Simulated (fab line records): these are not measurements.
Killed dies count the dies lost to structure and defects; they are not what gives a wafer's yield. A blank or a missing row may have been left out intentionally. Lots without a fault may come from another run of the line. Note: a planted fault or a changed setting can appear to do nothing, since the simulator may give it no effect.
Matching of chambers | flow nandHarc | 4 sister chambers for NHARC_A_BONDPAD_DESCUM_11 on rieDiel-02
The step chemistry O2, time 3 s. 18 wafers are shown with their chamber, then 9 later ones without.

EACH WAFER AND ITS CHAMBER
wafer  | chamber | drypumpMotorCurrentA (A) | oesProductAu (a.u.) | rfVppV (V)
L671.2 | 0       | 5.5                      | 0.980               | 58.7
L671.4 | 3       | 6.7                      | 0.978               | 57.9
L671.6 | 0       | 5.5                      | 0.981               | 57.8
L672.4 | 2       | 5.3                      | 1.026               | 58.2
L672.5 | 3       | 6.7                      | 0.979               | 56.6
L672.6 | 2       | 5.3                      | 1.020               | 58.6
L676.1 | 3       | 6.7                      | 0.976               | 58.8
L676.2 | 1       | 5.1                      | 0.995               | 56.7
L676.5 | 0       | 5.5                      | 0.979               | 58.1
L679.3 | 1       | 5.2                      | 1.014               | 56.9
L679.4 | 0       | 5.5                      | 0.990               | 57.7
L679.5 | 2       | 5.3                      | 1.030               | 58.3
L677.1 | 3       | 6.8                      | 0.975               | 58.5
L677.2 | 1       | 5.1                      | 0.998               | 57.1
L677.3 | 2       | 5.3                      | 1.022               | 59.3
L682.1 | 2       | 5.3                      | 1.022               | 57.9
L682.2 | 0       | 5.5                      | 0.981               | 57.8
L682.3 | 1       | 5.2                      | 1.017               | 57.7

SIGNATURES, as means of the wafers listed above
reading              | chamber 0 | chamber 1 | chamber 2 | chamber 3 | scatter within a chamber
drypumpMotorCurrentA | 5.500     | 5.150     | 5.300     | 6.725     | 0.0354
oesProductAu         | 0.98220   | 1.00600   | 1.02400   | 0.97700   | 0.00611
rfVppV               | 58.020    | 57.100    | 58.460    | 57.950    | 0.61
Rule: for each reading, subtract the chamber's mean from the wafer's reading, divide by that reading's scatter and square the result; add these up over the readings and take the root, which gives the wafer's distance from the chamber. The wafer belongs to the nearest chamber; if the next one is less than 2 further off, it can't be placed. The scatter: take each reading less its chamber's mean, square it, sum over the shown wafers, divide by the number of wafers less the number of chambers, and take the root.

WAFERS WHOSE CHAMBER IS MISSING
wafer  | drypumpMotorCurrentA (A) | oesProductAu (a.u.) | rfVppV (V)
L684.1 | 5.2                      | 1.014               | 58.2
L684.4 | 5.5                      | 0.978               | 58.7
L684.6 | 5.3                      | 1.026               | 57.9
L685.1 | 5.3                      | 1.005               | 59.2
L685.3 | 5.5                      | 0.984               | 59.7
L685.5 | 5.3                      | 1.011               | 58.3
L692.1 | 5.5                      | 0.966               | 59.1
L692.3 | 6.8                      | 0.984               | 57.5
L692.5 | 6.8                      | 0.982               | 58.2

WHICH CHAMBER EACH ONE RAN IN
wafer  | from the rows above     | in truth
L684.1 | can't be placed: 1 or 2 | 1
L684.4 | 0                       | 0
L684.6 | 2                       | 2
L685.1 | 2                       | 2
L685.3 | 0                       | 0
L685.5 | 2                       | 2
L692.1 | 0                       | 0
L692.3 | 3                       | 3
L692.5 | 3                       | 3
8 of 9 placed correctly. From these rows, 1 cannot be placed; in 1 the true chamber is one of the candidates. Number placed wrongly: 0.
